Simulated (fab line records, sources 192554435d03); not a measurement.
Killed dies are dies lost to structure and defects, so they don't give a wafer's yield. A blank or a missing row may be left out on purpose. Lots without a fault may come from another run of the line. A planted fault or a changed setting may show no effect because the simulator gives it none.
Which tool did it? | flow n5_finfet | 9 lots, 25 wafers sampled, at 5 steps of a route of 1938

WHAT THE GAUGES READ, wafer by wafer
N5_BEOL_M0_SAQP_CD_MEAS_40: target cd 30 nm.
lot  | measured     | on        | cd_nm (nm)
L981 | day 6 10:21  | cd_sem-03 | 30.39 29.62 29.90
L982 | day 6 14:47  | cd_sem-03 | 30.18 30.01 29.75
L984 | day 7 05:01  | cd_sem-03 | 29.68 29.84 29.49
L987 | day 7 17:49  | cd_sem-03 | 30.04 29.73 30.21
L989 | day 8 12:58  | cd_sem-02 | 29.74 30.06 30.04
L995 | day 11 09:21 | cd_sem-01 | 30.26 30.30
L999 | day 11 12:10 | cd_sem-02 | 30.00 29.75 29.52
L996 | day 11 13:21 | cd_sem-02 | 30.22 29.90 29.97
L101 | day 12 01:30 | cd_sem-02 | 30.24 30.50

N5_BEOL_M4_RC_MEAS_101.
lot  | measured     | on        | DIBL_N (mV/V)  | DIBL_P (mV/V)  | IOFF_N (nA/um) | IOFF_P (nA/um) | ION_N (uA/um) | ION_P (uA/um) | SS_N (mV/dec)  | SS_P (mV/dec)  | VT_N (mV)   | VT_P (mV)
L981 | day 9 01:14  | prober-01 | 39.2 38.1 39.9 | 39.5 37.7 41.7 | 0.23 0.19 0.27 | 0.27 0.23 0.32 | 705 689 712   | 473 468 482   | 71.8 72.9 72.1 | 74.0 73.8 74.1 | 243 248 242 | -247 -252 -243
L982 | day 9 10:15  | prober-02 | 37.4 38.0 35.2 | 34.9 36.7 31.8 | 0.14 0.16 0.11 | 0.19 0.21 0.15 | 667 666 652   | 458 458 450   | 71.9 71.9 70.9 | 73.1 73.1 71.9 | 251 249 257 | -251 -251 -256
L984 | day 9 18:03  | prober-02 | 34.4 35.4 35.9 | 33.7 35.4 35.8 | 0.13 0.14 0.15 | 0.19 0.21 0.22 | 676 668 673   | 468 460 464   | 71.2 71.7 71.1 | 73.0 72.4 73.9 | 254 252 248 | -252 -248 -246
L987 | day 10 12:20 | prober-02 | 35.3 33.3 36.0 | 36.0 34.3 36.6 | 0.16 0.13 0.18 | 0.26 0.22 0.28 | 686 670 686   | 475 473 477   | 72.0 70.9 71.9 | 73.8 73.4 73.5 | 249 250 249 | -244 -246 -240
L989 | day 10 13:31 | prober-01 | 42.0 39.3 40.1 | 39.8 37.0 38.6 | 0.26 0.19 0.23 | 0.28 0.23 0.26 | 686 676 709   | 462 457 480   | 72.7 72.1 72.5 | 74.2 74.4 74.3 | 242 249 243 | -247 -248 -243
L995 | day 13 17:26 | prober-01 | 39.4 39.5      | 40.3 40.7      | 0.22 0.21      | 0.30 0.31      | 684 675       | 479 470       | 73.5 72.4      | 74.3 74.2      | 247 250     | -246 -244
L999 | day 14 21:18 | prober-02 | 35.5 36.6 38.1 | 36.1 37.3 39.4 | 0.15 0.17 0.23 | 0.19 0.22 0.26 | 678 667 704   | 459 457 473   | 71.7 71.9 72.0 | 73.9 74.1 74.4 | 251 248 242 | -252 -249 -248
L996 | day 14 04:46 | prober-01 | 36.4 36.9 35.1 | 38.7 39.7 37.1 | 0.18 0.18 0.15 | 0.25 0.26 0.23 | 686 690 674   | 472 480 469   | 72.6 72.1 72.0 | 73.6 73.6 73.0 | 246 247 250 | -246 -245 -249
L101 | day 15 00:02 | prober-02 | 37.5 38.1      | 36.9 37.8      | 0.18 0.20      | 0.25 0.27      | 675 677       | 466 463       | 72.0 72.2      | 73.6 74.2      | 251 248     | -249 -245

WHICH TOOL RAN EACH LOT (tool, then ch and the chambers of the sampled wafers, then the start)
lot  | N5_BEOL_M0_SAQP_HM_DEP_111      | N5_BEOL_M0_SAQP_ETCH_107           | N5_BEOL_M0_SAQP_MANDREL2_REMOVE_110
L981 | pecvd-04 ch 1,2, day 6 06:08    | rie_diel-02 ch 0,2,3, day 6 08:53  | rie_si-03 ch 1,2, day 6 09:49
L982 | pecvd-04 ch 0,1,2, day 6 09:31  | rie_diel-03 ch 0,2,3, day 6 13:20  | rie_si-03 ch 0,1,3, day 6 14:13
L984 | pecvd-04 ch 0,1,2, day 7 00:10  | rie_diel-02 ch 2,3, day 7 03:42    | rie_si-02 ch 0,1,2, day 7 04:35
L987 | pecvd-01 ch 0,1, day 7 12:47    | rie_diel-02 ch 0,3, day 7 16:31    | rie_si-03 ch 0,2,3, day 7 17:24
L989 | pecvd-01 ch 0,1,2, day 8 08:01  | rie_diel-02 ch 0,1,2, day 8 11:28  | rie_si-02 ch 0,1,3, day 8 12:32
L995 | pecvd-02 ch 1,2, day 11 03:33   | rie_diel-02 ch 0,1, day 11 08:01   | rie_si-03 ch 0,3, day 11 08:56
L999 | pecvd-01 ch 0,2, day 11 07:11   | rie_diel-03 ch 0,2,3, day 11 10:46 | rie_si-02 ch 1,2,3, day 11 11:45
L996 | pecvd-04 ch 0,1,2, day 11 08:43 | rie_diel-02 ch 0,1,3, day 11 11:37 | rie_si-02 ch 1,2,3, day 11 12:49
L101 | pecvd-02 ch 0,1, day 11 17:43   | rie_diel-01 ch 0,1, day 12 00:04   | rie_si-02 ch 0,2, day 12 00:57
- N5_BEOL_M0_SAQP_HM_DEP_111: deposits SiO2 from SiH4/N2O, target thk 12 nm, time 7.2 s.
- N5_BEOL_M0_SAQP_ETCH_107: etches SiNx in CH3F/O2, target depth 30 nm.
- N5_BEOL_M0_SAQP_MANDREL2_REMOVE_110: chemistry HBr/Cl2/O2, target a-Si, stops on SiCN, bt time 10 s.

WHAT THE TOOLS THEMSELVES READ (means of the sampled wafers that have a number; where no wafer has one, the mark that the record gives instead)
N5_BEOL_M0_SAQP_HM_DEP_111.
lot  | tool     | chamber_pressure_Torr (Torr) | heater_power_w (W) | rf_fwd_power_W (W) | showerhead_plenum_p_Torr (Torr)
L981 | pecvd-04 | 0.7493                       | 865                | 274.3              | 8.26
L982 | pecvd-04 | 0.7493                       | 867                | 273.4              | 8.15
L984 | pecvd-04 | 0.7523                       | 925                | 273.1              | 8.13
L987 | pecvd-01 | 0.7504                       | 840                | 272.8              | 8.18
L989 | pecvd-01 | 0.7508                       | 790                | 272.1              | 8.17
L995 | pecvd-02 | 0.7479                       | 801                | 272.8              | 8.20
L999 | pecvd-01 | 0.7500                       | 753                | 272.6              | 8.18
L996 | pecvd-04 | 0.7496                       | 831                | 273.0              | 8.15
L101 | pecvd-02 | 0.7516                       | 776                | 273.0              | 8.22

N5_BEOL_M0_SAQP_ETCH_107.
lot  | tool        | O2_flow_sccm (sccm) | drypump_motor_current_A (A) | oes_f_703_au (a.u.) | oes_product_au (a.u.) | rf_fwd_power_W (W) | rf_vpp_V (V) | showerhead_plenum_p_Torr (Torr) | throttle_valve_pct (%)
L981 | rie_diel-02 | 20.02               | 6.1                         | 0.80                | 0.78                  | 389.7              | 297          | 1.95                            | 16.45
L982 | rie_diel-03 | 20.03               | 5.7                         | 0.85                | 0.84                  | 392.3              | 294          | 2.03                            | 16.13
L984 | rie_diel-02 | 20.01               | 6.3                         | 0.68                | 0.68                  | 391.0              | 297          | 1.94                            | 16.68
L987 | rie_diel-02 | 19.98               | 5.8                         | 1.14                | 0.91                  | 486.0              | 267          | 1.94                            | 16.28
L989 | rie_diel-02 | 20.02               | 5.7                         | 1.15                | 0.92                  | 484.6              | 264          | 1.95                            | 16.44
L995 | rie_diel-02 | 20.02               | 5.4                         | 0.80                | 0.80                  | 389.9              | 290          | 1.94                            | 16.52
L999 | rie_diel-03 | 19.98               | 5.7                         | 0.80                | 0.78                  | 393.2              | 294          | 2.01                            | 16.21
L996 | rie_diel-02 | 19.94               | 5.7                         | 0.76                | 0.75                  | 390.3              | 293          | 1.92                            | 16.54
L101 | rie_diel-01 | 19.93               | 6.1                         | 0.84                | 0.82                  | 391.4              | 290          | 2.05                            | 15.96

N5_BEOL_M0_SAQP_MANDREL2_REMOVE_110.
lot  | tool      | O2_flow_sccm (sccm) | drypump_motor_current_A (A) | oes_product_au (a.u.) | rf_fwd_power_W (W) | throttle_valve_pct (%)
L981 | rie_si-03 | 5.019               | 5.5                         | 0.990                 | 594.4              | 36.52
L982 | rie_si-03 | 5.015               | 6.0                         | 0.990                 | 595.5              | 36.75
L984 | rie_si-02 | 5.026               | 5.8                         | 1.004                 | 597.7              | 36.96
L987 | rie_si-03 | 5.010               | 6.3                         | 0.993                 | 598.0              | 36.79
L989 | rie_si-02 | 5.003               | 5.6                         | 1.006                 | 597.7              | 36.91
L995 | rie_si-03 | 4.991               | 6.3                         | 0.978                 | 596.5              | 36.94
L999 | rie_si-02 | 5.011               | 5.8                         | 0.994                 | 597.5              | 36.94
L996 | rie_si-02 | 4.982               | 5.8                         | 0.995                 | 598.3              | 36.96
L101 | rie_si-02 | 4.993               | 6.1                         | 0.996                 | 598.1              | 36.79

THE ANSWER, worked out from the rows above alone
Rule: what is usual is taken from the lots themselves. Put in order of their means at a reading, lots are off if they are a third of the lots or fewer, leave a main group of 4 or more, and stand apart from it by a gap of 3 or more times the standard deviation of the main group's means; of several such gaps the widest counts. A main group whose means are all the same, to the digits that the tables above print for the reading, isn't used. A lot without any number at a reading at which 4 lots or more have one is off too. The other lots that the step has rows for count as sound. The gauges are gone through in route order, then the tools' own readings, and for those a lot's mean is taken as printed above. The first step at which some lot is off is used, and at that step the reading that is off furthest; a lot without a number counts as furthest.
Off: L987, L989, at N5_BEOL_M0_SAQP_ETCH_107 (rf_fwd_power_W). The main group: mean 391.1 W, standard deviation 1.2.
A tool fits if, at that step or a process step before it, it ran every lot that is off, and no sound lot after the first of them. None of those tried fits.

WHAT THE SIMULATOR HAD PUT IN
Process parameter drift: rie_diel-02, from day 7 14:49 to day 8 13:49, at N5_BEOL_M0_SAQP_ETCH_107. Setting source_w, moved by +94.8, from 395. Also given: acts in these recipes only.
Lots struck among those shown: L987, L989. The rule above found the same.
